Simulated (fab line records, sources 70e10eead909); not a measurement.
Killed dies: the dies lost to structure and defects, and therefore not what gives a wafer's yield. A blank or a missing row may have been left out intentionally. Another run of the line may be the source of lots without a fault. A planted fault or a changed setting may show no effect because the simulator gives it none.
A sampling plan put to the test    flow nandHarc    one fab line, 47 faults that these records tell of, each judged on the records of the lots that it struck; 1 more is left out, because the records don't allow judging it
The line's own looks make up the plan; these are the steps of the route where a gauge or inspection reads the wafer and leaves it unchanged. A look is open to judgement when struck wafers have a number at it and the file gives its usual mean and standard deviation on fault-free wafers. Caught: the struck wafers' mean, at a look after the fault's first step, is 4 or more of those standard deviations (sigma) away from the usual mean. On the tool: the fault's steps, tested the same way using the tool's own readings. If the struck wafers alone have a blank record, or they carry another recipe, that too counts as caught.

## THE FAULTS, as the simulator had put them in
1. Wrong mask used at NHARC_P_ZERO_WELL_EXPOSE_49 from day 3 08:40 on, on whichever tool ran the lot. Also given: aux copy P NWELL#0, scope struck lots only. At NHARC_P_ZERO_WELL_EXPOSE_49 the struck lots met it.
2. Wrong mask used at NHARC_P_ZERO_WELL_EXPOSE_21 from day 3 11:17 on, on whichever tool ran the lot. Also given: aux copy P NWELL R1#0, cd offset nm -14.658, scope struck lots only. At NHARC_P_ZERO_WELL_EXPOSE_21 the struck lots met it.
3. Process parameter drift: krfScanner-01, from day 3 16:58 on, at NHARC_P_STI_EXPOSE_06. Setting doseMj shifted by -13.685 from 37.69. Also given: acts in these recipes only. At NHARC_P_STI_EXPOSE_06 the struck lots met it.
4. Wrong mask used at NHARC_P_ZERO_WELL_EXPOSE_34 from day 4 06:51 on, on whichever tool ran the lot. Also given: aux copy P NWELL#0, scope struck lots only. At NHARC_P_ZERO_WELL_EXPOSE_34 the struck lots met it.
5. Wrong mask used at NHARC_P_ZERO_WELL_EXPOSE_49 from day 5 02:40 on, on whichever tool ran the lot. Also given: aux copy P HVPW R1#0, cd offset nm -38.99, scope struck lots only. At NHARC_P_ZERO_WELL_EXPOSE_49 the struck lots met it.
6. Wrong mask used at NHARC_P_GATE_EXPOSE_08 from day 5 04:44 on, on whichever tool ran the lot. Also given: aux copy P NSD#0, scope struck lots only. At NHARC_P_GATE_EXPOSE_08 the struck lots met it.
7. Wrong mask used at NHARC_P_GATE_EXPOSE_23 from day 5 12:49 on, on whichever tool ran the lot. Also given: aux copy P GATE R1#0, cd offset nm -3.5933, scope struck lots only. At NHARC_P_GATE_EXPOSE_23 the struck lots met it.
8. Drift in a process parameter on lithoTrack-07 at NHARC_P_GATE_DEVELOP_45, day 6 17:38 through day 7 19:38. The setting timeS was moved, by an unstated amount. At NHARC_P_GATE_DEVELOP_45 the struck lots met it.
9. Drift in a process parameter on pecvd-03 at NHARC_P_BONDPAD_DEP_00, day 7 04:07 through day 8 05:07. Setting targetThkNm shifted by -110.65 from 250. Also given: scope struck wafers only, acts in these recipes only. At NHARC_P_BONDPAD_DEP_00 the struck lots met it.
10. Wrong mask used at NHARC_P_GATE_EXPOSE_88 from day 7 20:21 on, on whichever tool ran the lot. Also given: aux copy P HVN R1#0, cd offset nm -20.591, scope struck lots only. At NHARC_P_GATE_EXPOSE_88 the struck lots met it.
11. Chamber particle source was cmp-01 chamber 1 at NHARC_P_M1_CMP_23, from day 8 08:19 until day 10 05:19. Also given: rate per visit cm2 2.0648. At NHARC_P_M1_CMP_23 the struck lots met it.
12. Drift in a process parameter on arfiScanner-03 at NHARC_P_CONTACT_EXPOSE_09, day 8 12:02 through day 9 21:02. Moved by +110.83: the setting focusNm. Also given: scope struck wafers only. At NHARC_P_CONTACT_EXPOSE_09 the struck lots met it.
13. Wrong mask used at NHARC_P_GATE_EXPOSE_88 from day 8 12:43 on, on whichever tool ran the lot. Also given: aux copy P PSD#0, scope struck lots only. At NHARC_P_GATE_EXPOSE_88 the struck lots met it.
14. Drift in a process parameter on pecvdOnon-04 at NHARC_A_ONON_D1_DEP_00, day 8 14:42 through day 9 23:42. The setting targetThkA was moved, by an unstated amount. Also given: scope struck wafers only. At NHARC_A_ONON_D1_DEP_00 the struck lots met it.
15. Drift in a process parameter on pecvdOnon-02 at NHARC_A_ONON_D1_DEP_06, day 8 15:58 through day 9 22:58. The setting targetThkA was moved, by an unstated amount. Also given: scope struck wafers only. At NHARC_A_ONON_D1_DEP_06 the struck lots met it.
16. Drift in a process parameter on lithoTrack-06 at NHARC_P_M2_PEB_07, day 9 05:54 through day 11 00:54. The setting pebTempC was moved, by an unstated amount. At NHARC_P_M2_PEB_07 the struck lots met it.
17. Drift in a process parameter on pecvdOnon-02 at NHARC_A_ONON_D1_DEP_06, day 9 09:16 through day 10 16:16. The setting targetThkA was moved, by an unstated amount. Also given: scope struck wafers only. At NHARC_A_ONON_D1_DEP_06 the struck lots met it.
18. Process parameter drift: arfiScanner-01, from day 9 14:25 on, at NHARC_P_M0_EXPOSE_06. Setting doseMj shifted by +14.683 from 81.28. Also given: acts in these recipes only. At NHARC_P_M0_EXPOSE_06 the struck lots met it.
19. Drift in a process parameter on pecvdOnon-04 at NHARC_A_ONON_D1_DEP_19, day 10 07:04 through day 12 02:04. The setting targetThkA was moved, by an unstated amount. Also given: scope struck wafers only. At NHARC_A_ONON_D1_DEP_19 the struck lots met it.
20. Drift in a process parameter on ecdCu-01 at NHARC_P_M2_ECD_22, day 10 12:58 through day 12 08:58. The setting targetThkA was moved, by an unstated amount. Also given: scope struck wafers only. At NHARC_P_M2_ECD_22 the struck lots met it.
21. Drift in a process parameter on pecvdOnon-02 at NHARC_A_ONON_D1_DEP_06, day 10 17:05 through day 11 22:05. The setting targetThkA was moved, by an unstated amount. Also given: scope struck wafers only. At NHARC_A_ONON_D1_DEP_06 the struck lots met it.
22. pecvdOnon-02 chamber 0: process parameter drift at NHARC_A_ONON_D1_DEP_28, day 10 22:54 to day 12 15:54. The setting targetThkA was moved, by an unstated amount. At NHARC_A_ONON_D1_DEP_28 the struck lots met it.
23. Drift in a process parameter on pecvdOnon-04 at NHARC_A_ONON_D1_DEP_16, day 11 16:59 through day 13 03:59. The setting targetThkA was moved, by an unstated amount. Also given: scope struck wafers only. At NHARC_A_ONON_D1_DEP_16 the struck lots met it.
24. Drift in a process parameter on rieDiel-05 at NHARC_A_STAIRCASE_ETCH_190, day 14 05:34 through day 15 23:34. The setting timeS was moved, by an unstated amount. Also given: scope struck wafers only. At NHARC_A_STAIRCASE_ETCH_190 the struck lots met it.
25. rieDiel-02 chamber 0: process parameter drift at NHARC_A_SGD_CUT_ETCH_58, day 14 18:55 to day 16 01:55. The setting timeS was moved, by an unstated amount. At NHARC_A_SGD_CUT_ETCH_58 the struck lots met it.
26. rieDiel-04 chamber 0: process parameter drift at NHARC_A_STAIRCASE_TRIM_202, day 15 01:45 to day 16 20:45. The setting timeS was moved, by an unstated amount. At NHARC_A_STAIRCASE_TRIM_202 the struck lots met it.
27. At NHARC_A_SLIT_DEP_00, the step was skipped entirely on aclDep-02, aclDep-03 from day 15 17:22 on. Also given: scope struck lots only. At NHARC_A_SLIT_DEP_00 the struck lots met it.
28. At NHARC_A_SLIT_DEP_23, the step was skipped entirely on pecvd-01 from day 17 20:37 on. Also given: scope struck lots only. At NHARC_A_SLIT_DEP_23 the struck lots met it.
29. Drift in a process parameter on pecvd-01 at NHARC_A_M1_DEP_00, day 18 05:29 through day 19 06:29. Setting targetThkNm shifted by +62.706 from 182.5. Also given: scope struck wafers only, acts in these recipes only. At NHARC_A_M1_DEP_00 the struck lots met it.
30. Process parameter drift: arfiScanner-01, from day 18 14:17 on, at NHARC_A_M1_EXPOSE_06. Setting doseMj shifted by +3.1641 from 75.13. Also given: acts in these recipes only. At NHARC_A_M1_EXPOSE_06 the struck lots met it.
31. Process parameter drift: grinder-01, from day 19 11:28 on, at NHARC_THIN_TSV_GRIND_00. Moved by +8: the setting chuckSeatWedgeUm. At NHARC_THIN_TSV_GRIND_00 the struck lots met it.
32. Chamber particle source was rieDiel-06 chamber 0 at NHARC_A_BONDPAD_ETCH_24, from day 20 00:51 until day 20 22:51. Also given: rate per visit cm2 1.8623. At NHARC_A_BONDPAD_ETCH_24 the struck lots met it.
33. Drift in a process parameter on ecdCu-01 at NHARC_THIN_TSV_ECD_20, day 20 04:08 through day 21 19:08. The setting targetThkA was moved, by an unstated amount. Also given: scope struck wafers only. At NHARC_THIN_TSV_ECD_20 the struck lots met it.
34. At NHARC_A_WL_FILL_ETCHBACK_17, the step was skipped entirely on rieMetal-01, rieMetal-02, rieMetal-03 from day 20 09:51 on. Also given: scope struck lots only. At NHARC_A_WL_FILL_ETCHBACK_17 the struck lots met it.
35. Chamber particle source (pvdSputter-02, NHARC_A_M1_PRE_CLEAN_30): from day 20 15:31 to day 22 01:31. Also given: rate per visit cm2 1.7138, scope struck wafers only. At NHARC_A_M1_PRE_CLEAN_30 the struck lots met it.
36. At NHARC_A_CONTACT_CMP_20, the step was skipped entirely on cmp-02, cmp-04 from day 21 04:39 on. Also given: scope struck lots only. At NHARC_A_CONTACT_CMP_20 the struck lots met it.
37. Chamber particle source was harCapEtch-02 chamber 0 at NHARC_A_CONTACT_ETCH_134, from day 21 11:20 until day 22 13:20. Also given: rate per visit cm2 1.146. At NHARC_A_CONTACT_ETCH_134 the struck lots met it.
38. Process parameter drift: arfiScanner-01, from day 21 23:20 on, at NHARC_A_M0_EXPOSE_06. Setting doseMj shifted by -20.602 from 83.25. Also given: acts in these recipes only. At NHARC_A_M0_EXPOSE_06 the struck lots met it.
39. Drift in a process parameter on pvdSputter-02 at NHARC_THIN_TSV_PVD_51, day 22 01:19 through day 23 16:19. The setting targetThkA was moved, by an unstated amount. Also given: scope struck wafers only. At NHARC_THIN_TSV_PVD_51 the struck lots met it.
40. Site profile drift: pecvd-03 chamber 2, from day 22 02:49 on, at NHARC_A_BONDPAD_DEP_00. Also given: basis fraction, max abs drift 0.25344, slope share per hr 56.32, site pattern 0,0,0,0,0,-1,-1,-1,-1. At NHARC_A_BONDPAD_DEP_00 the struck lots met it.
41. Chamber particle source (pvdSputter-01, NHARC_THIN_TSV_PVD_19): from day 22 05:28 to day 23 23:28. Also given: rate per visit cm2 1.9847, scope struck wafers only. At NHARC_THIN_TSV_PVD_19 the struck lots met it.
42. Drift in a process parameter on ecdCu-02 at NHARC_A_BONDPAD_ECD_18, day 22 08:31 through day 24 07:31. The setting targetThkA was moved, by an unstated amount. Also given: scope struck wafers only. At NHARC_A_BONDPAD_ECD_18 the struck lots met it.
43. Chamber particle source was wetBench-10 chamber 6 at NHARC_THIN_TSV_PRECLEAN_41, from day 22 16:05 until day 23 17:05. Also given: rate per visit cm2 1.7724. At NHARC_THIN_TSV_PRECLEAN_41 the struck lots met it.
44. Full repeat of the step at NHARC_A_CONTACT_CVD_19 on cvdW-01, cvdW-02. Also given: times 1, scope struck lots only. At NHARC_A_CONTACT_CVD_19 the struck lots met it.
45. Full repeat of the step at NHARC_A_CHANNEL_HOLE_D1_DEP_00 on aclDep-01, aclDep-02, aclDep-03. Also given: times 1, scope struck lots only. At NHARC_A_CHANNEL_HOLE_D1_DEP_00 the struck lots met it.
46. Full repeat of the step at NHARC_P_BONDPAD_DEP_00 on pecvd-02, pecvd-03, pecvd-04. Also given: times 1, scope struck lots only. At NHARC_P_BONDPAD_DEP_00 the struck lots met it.
47. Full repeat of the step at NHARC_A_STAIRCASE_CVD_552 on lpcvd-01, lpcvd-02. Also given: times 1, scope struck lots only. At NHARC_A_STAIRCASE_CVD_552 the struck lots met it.

## WHAT THE PLAN SAW
fault  on the tool itself                                first look that catches it                    reading, sigma                   median hours from its first step to that look  hours from the fault's start to the first struck lot there  judged looks passed uncaught
1      no reading that can be judged                     NHARC_END_SORT_01                             killedAtPeriphery +99 or beyond  426.3                                          428                                                         0
2      under 2 sigma                                     NHARC_P_ZERO_WELL_CD_MEAS_24                  cdNm -8.8                        0.2                                            3                                                           0
3      exposureDoseMJCm2 -99 or beyond sigma             NHARC_P_STI_CD_MEAS_09                        cdNm -50                         0.2                                            6                                                           0
4      no reading that can be judged                     NHARC_END_SORT_01                             killedAtPeriphery +99 or beyond  461.7                                          464                                                         0
5      no reading that can be judged                     NHARC_P_ZERO_WELL_CD_MEAS_52                  cdNm -30                         0.2                                            3                                                           0
6      under 2 sigma                                     NHARC_END_SORT_01                             killedAtPeriphery +99 or beyond  371.8                                          375                                                         0
7      under 2 sigma                                     NHARC_P_GATE_CD_MEAS_26                       cdNm -7.9                        0.1                                            2                                                           0
8      under 2 sigma                                     NHARC_END_SORT_01                             killedAtPeriphery +99 or beyond  344.2                                          347                                                         0
9      under 2 sigma                                     NHARC_P_BONDPAD_THK_MEAS_33                   thkNm -42                        0.6                                            1                                                           0
10     under 2 sigma                                     NHARC_P_GATE_CD_MEAS_91                       cdNm -14                         0.2                                            0                                                           0
11     under 2 sigma                                     NHARC_P_M1_INSPECT_27                         rawDefectCount +8.4              0.5                                            15                                                          0
12     no reading that can be judged                     NHARC_P_CONTACT_CD_MEAS_12                    cdNm -21                         0.1                                            6                                                           0
13     under 2 sigma                                     NHARC_END_SORT_01                             killedAtPeriphery +99 or beyond  368.2                                          367                                                         1
14     no reading that can be judged                     NHARC_A_ONON_D1_THK_MEAS_02                   thkNm +58                        0.5                                            4                                                           0
15     no reading that can be judged                     NHARC_A_ONON_D1_THK_MEAS_08                   thkNm -47                        0.5                                            4                                                           0
16     plateTempC +41 sigma                              NHARC_P_M2_CD_MEAS_09                         cdNm +29                         0.1                                            5                                                           0
17     under 2 sigma                                     NHARC_A_ONON_D1_THK_MEAS_08                   thkNm +63                        0.5                                            6                                                           0
18     exposureDoseMJCm2 +99 or beyond sigma             NHARC_P_M0_CD_MEAS_09                         cdNm +18                         0.1                                            12                                                          0
19     no reading that can be judged                     NHARC_A_ONON_D1_THK_MEAS_21                   thkNm +43                        0.4                                            7                                                           0
20     no reading that can be judged                     no look after it can be judged                -                                -                                              -                                                           0
21     no reading that can be judged                     NHARC_A_ONON_D1_THK_MEAS_08                   thkNm -33                        0.3                                            6                                                           0
22     no reading that can be judged                     NHARC_A_ONON_D1_THK_MEAS_30                   thkNm -27                        0.4                                            22                                                          0
23     under 2 sigma                                     NHARC_A_ONON_D1_THK_MEAS_18                   thkNm +70                        0.4                                            0                                                           0
24     runLengthS +27 sigma                              NHARC_END_SORT_01                             killedAtArray +15                216.5                                          225                                                         0
25     runLengthS -36 sigma                              NHARC_END_SORT_01                             killedAtArray +16                140.6                                          145                                                         0
26     runLengthS -99 or beyond sigma                    NHARC_END_SORT_01                             killedAtArray +56                236.9                                          238                                                         0
27     the tool's record is blank for the struck wafers  NHARC_A_SIN_REMOVE_INSPECT_04                 rawDefectCount +50               13.9                                           17                                                          0
28     the tool's record is blank for the struck wafers  NHARC_END_SORT_01                             killedAtArray +66                129.6                                          129                                                         0
29     no reading that can be judged                     NHARC_END_SORT_01                             sort_bin_2_pct +99 or beyond     59.9                                           61                                                          0
30     exposureDoseMJCm2 +38 sigma                       NHARC_A_M1_CD_MEAS_09                         cdNm +5.3                        0.1                                            10                                                          0
31     under 2 sigma                                     NHARC_END_SORT_01                             killedAtOther +99 or beyond      26.2                                           45                                                          2
32     under 2 sigma                                     NHARC_END_SORT_01                             sort_bin_3_pct +23               29.0                                           45                                                          0
33     no reading that can be judged                     NHARC_END_SORT_01                             killedAtOther +99 or beyond      21.6                                           26                                                          1
34     the tool's record is blank for the struck wafers  NHARC_END_SORT_01                             killedAtArray +66                102.7                                          100                                                         0
35     under 2 sigma                                     NHARC_END_SORT_01                             sort_bin_3_pct +20               45.4                                           78                                                          1
36     the tool's record is blank for the struck wafers  NHARC_A_CONTACT_INSPECT_23                    rawDefectCount +17               0.4                                            3                                                           0
37     no reading that can be judged                     NHARC_END_SORT_01                             killedAtArray +4.2               59.0                                           58                                                          0
38     exposureDoseMJCm2 -99 or beyond sigma             NHARC_A_M0_CD_MEAS_09                         cdNm -28                         0.1                                            4                                                           0
39     under 2 sigma                                     NHARC_END_SORT_01                             killedAtOther +99 or beyond      15.8                                           30                                                          1
40     under 2 sigma                                     NHARC_A_BONDPAD_THK_MEAS_30                   thkNm -19                        0.5                                            0                                                           0
41     under 2 sigma                                     NHARC_END_SORT_01                             killedAtOther +65                19.3                                           40                                                          0
42     no reading that can be judged                     NHARC_END_SORT_01                             sort_bin_2_pct +99 or beyond     42.7                                           54                                                          0
43     no reading that can be judged                     NHARC_END_SORT_01                             killedAtOther +67                24.9                                           31                                                          2
44     under 2 sigma                                     not the one look that can be judged after it  -                                -                                              -                                                           1
45     under 2 sigma                                     NHARC_END_SORT_01                             killedAtArray +66                282.1                                          -                                                           1
46     under 2 sigma                                     NHARC_P_BONDPAD_THK_MEAS_33                   thkNm +4.4                       1.4                                            -                                                           0
47     under 2 sigma                                     NHARC_END_SORT_01                             killedAtArray +66                178.7                                          -                                                           0
Dash: fault not caught, or number not given in these records.

Caught at a look: 45 of 47. Caught on the tool: 12 of 47. By one or the other: 45 of 47.
Caught at a look alone: faults 1, 2, 4, 5, 6, 7, 8, 9, 10, 11, 12, 13, 14, 15, 17, 19, 21, 22, 23, 29, 31, 32, 33, 35, 37, 39, 40, 41, 42, 43, 45, 46, 47.
Caught by neither: faults 20, 44.

## THINNER SAMPLING
If the look that catches a fault measured only every second or every third lot, by lot number, the first struck lot would be measured this late in the worst case:
fault  struck lots at that look, in order of time  every lot  every second lot  every third lot
1      L147                                        428 h      may miss it       may miss it
2      L156                                        3 h        may miss it       may miss it
3      L144, L146, L149                            6 h        36 h              may miss all 3
4      L257                                        464 h      may miss it       may miss it
5      L854                                        3 h        may miss it       may miss it
6      L641                                        375 h      may miss it       may miss it
7      L748                                        2 h        may miss it       may miss it
8      L115, L118                                  347 h      364 h             may miss all 2
9      L456, L459                                  1 h        11 h              may miss all 2
10     L509                                        0 h        may miss it       may miss it
11     L913, L916                                  15 h       26 h              may miss all 2
12     L408, L407                                  6 h        12 h              may miss all 2
13     L931                                        367 h      may miss it       may miss it
14     L246, L248                                  4 h        may miss all 2    may miss all 2
15     L328, L330, L331                            4 h        24 h              may miss all 3
16     L755, L754                                  5 h        6 h               may miss all 2
17     L280, L281                                  6 h        27 h              may miss all 2
18     L886, L892                                  12 h       may miss all 2    may miss all 2
19     L441, L442                                  7 h        35 h              may miss all 2
21     L141, L139                                  6 h        may miss all 2    may miss all 2
22     L379, L380                                  22 h       31 h              may miss all 2
23     L514, L515, L519                            0 h        1 h               11 h
24     L462, L461                                  225 h      232 h             may miss all 2
25     L234, L237                                  145 h      174 h             may miss all 2
26     L836                                        238 h      may miss it       may miss it
27     L955, L957                                  17 h       may miss all 2    may miss all 2
28     L815, L814                                  129 h      138 h             may miss all 2
29     L251, L252                                  61 h       68 h              may miss all 2
30     L315, L321                                  10 h       may miss all 2    may miss all 2
31     L449, L452                                  45 h       67 h              may miss all 2
32     L478                                        45 h       may miss it       may miss it
33     L678, L680                                  26 h       may miss all 2    may miss all 2
34     L350, L347, L352                            100 h      106 h             may miss all 3
35     L805                                        78 h       may miss it       may miss it
36     L604, L605                                  3 h        4 h               may miss all 2
37     L955, L954                                  58 h       80 h              may miss all 2
38     L643, L639                                  4 h        may miss all 2    may miss all 2
39     L631, L630, L636                            30 h       38 h              may miss all 3
40     L290, L291, L289, L295                      0 h        1 h               6 h
41     L777                                        40 h       may miss it       may miss it
42     L111                                        54 h       may miss it       may miss it
43     L370                                        31 h       may miss it       may miss it
Hours: fault start to first struck lot measured. The test against the limit of 4 sigma pooled every struck wafer, which means one lot taken alone may stay below that limit. Other struck lots may not be in these records.

## THE LONGEST TIMED WAY FROM STEP TO LOOK
Fault 4: a median of 461.7 hours passes between NHARC_P_ZERO_WELL_EXPOSE_34 and NHARC_END_SORT_01. No look between them can be judged.
